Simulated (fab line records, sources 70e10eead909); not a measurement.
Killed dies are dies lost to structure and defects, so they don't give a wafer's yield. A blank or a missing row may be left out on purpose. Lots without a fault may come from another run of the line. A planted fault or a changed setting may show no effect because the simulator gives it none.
Which tool did it? | flow nand_harc | 6 lots, 18 wafers sampled, at 5 steps of a route of 1302

WHAT THE GAUGES READ, wafer by wafer
NHARC_END_SORT_01.
lot  | measured     | on        | killed_open
L667 | day 25 06:03 | prober-01 | 4 1 1
L686 | day 33 00:26 | prober-02 | 1 4 2

WHICH TOOL RAN EACH LOT (tool, then ch and the chambers of the sampled wafers, then the start)
lot  | NHARC_A_M0_PVD_21                       | NHARC_A_M0_PRE_CLEAN_31         | NHARC_A_M1_EXPOSE_06               | NHARC_A_M1_ETCH_35
L667 | pvd_sputter-02, day 23 14:02 or earlier | pecvd-04 ch 0,1,2, day 23 14:02 | arfi_scanner-02 ch 0, day 23 15:04 | rie_diel-01 ch 2,3, day 23 15:28
L666 | pvd_sputter-01, day 24 00:40 or earlier | pecvd-04 ch 1,2, day 24 00:40   | arfi_scanner-03 ch 0, day 24 01:43 | rie_diel-04 ch 0,2,3, day 24 02:09
L672 | pvd_sputter-02, day 24 17:13 or earlier | pecvd-03 ch 1,2, day 24 17:13   | arfi_scanner-02 ch 0, day 24 18:16 | rie_diel-10 ch 0,1, day 24 18:41
L677 | pvd_sputter-01, day 27 05:11 or earlier | pecvd-03 ch 0,1,2, day 27 05:11 | arfi_scanner-02 ch 0, day 27 06:23 | rie_diel-01 ch 0,2,3, day 27 06:49
L686 | pvd_sputter-02, day 31 06:19 or earlier | pecvd-04 ch 0,1, day 31 06:19   | arfi_scanner-03 ch 0, day 31 07:31 | rie_diel-04 ch 0,1,2, day 31 07:55
L689 | pvd_sputter-01, day 32 08:17 or earlier | pecvd-03 ch 0,1, day 32 08:17   | arfi_scanner-01 ch 0, day 32 09:33 | rie_diel-10 ch 2,3, day 32 09:58
- NHARC_A_M0_PVD_21: deposits Cu, target thk 30 nm, time 20.49 s.
- NHARC_A_M0_PRE_CLEAN_31: time 12 s.
- NHARC_A_M1_EXPOSE_06: exposes mask A M1, target cd 120 nm.
- NHARC_A_M1_ETCH_35: etches the open film in N2/H2, target depth 40 nm, overetch 12 nm, time 43.94 s.

THE ANSWER, worked out from the rows above alone
Rule: what is usual is taken from the lots themselves. Put in order of their means at a reading, lots are off if they are a third of the lots or fewer, leave a main group of 4 or more, and stand apart from it by a gap of 3 or more times the standard deviation of the main group's means; of several such gaps the widest counts. A main group whose means are all the same, to the digits that the tables above print for the reading, isn't used. A lot without any number at a reading at which 4 lots or more have one is off too. The other lots that the step has rows for count as sound.
No lot is off at any reading shown: from this, nothing can be told.

WHAT THE SIMULATOR HAD PUT IN
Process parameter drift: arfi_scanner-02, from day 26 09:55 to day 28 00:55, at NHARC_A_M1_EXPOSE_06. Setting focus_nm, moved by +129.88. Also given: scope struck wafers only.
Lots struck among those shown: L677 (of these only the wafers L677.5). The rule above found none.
